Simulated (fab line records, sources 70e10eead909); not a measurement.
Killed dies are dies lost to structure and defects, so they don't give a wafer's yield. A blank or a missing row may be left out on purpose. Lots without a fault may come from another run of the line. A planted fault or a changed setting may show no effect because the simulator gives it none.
Chamber matching | flow nand_harc | NHARC_A_CHANNEL_FILL_D1_STRIP_28 on rie_diel-12: 4 sister chambers
The step strips in O2, time 20 s. 20 wafers are shown with their chamber, then 10 later ones without.

WAFERS WITH THEIR CHAMBER
wafer  | chamber | showerhead_plenum_p_Torr (Torr) | drypump_motor_current_A (A) | oes_product_au (a.u.)
L076.3 | 1       | 3.31                            | 5.6                         | 0.990
L076.5 | 1       | 3.31                            | 5.6                         | 0.998
L076.6 | 0       | 3.45                            | 6.2                         | 1.004
L078.3 | 0       | 3.45                            | 6.2                         | 1.019
L078.4 | 0       | 3.45                            | 6.2                         | 1.016
L078.5 | 2       | 3.34                            | 5.5                         | 0.985
L082.2 | 1       | 3.31                            | 5.6                         | 1.015
L082.4 | 2       | 3.34                            | 5.6                         | 0.983
L082.5 | 2       | 3.34                            | 5.6                         | 0.986
L086.4 | 0       | 3.45                            | 6.1                         | 0.996
L086.5 | 3       | 3.51                            | 5.6                         | 1.000
L086.6 | 0       | 3.45                            | 6.2                         | 0.990
L089.2 | 1       | 3.30                            | 5.6                         | 1.014
L089.3 | 3       | 3.51                            | 5.6                         | 1.007
L089.4 | 0       | 3.45                            | 6.2                         | 1.006
L090.4 | 3       | 3.51                            | 5.6                         | 0.994
L090.5 | 2       | 3.33                            | 5.6                         | 0.986
L090.6 | 3       | 3.51                            | 5.6                         | 1.000
L091.3 | 1       | 3.30                            | 5.6                         | 0.998
L091.4 | 3       | 3.51                            | 5.6                         | 1.002

SIGNATURES (means of the wafers above)
reading                  | chamber 0 | chamber 1 | chamber 2 | chamber 3 | scatter within a chamber
showerhead_plenum_p_Torr | 3.4500    | 3.3060    | 3.3375    | 3.5100    | 0.00349
drypump_motor_current_A  | 6.183     | 5.600     | 5.575     | 5.600     | 0.0315
oes_product_au           | 1.00517   | 1.00300   | 0.98500   | 1.00060   | 0.00867
Rule: a wafer's distance from a chamber is the root of the sum, over the readings, of the square of ((its reading less the chamber's mean) divided by the reading's scatter). The wafer belongs to the nearest chamber; if the next one is less than 2 further off, it can't be placed. The scatter: the root of (the sum of the squares of (reading less its chamber's mean) over the shown wafers, divided by (wafers less chambers)).

WAFERS WITHOUT THEIR CHAMBER
wafer  | showerhead_plenum_p_Torr (Torr) | drypump_motor_current_A (A) | oes_product_au (a.u.)
L091.5 | 3.45                            | 6.2                         | 0.993
L092.3 | 3.45                            | 6.2                         | 1.003
L092.4 | 3.30                            | 5.6                         | 1.007
L092.5 | 3.45                            | 6.1                         | 0.997
L094.1 | 3.33                            | 5.6                         | 0.979
L094.3 | 3.51                            | 5.6                         | 0.999
L094.6 | 3.30                            | 5.6                         | 0.998
L095.1 | 3.50                            | 5.6                         | 1.007
L095.4 | 3.45                            | 6.2                         | 0.981
L095.5 | 3.30                            | 5.6                         | 1.005

WHICH CHAMBER EACH WENT THROUGH
wafer  | from the rows above | in truth
L091.5 | 0                   | 0
L092.3 | 0                   | 0
L092.4 | 1                   | 1
L092.5 | 0                   | 0
L094.1 | 2                   | 2
L094.3 | 3                   | 3
L094.6 | 1                   | 1
L095.1 | 3                   | 3
L095.4 | 0                   | 0
L095.5 | 1                   | 1
Placed correctly: 10 of 10. Can't be placed from these rows: 0. Placed wrongly: 0.
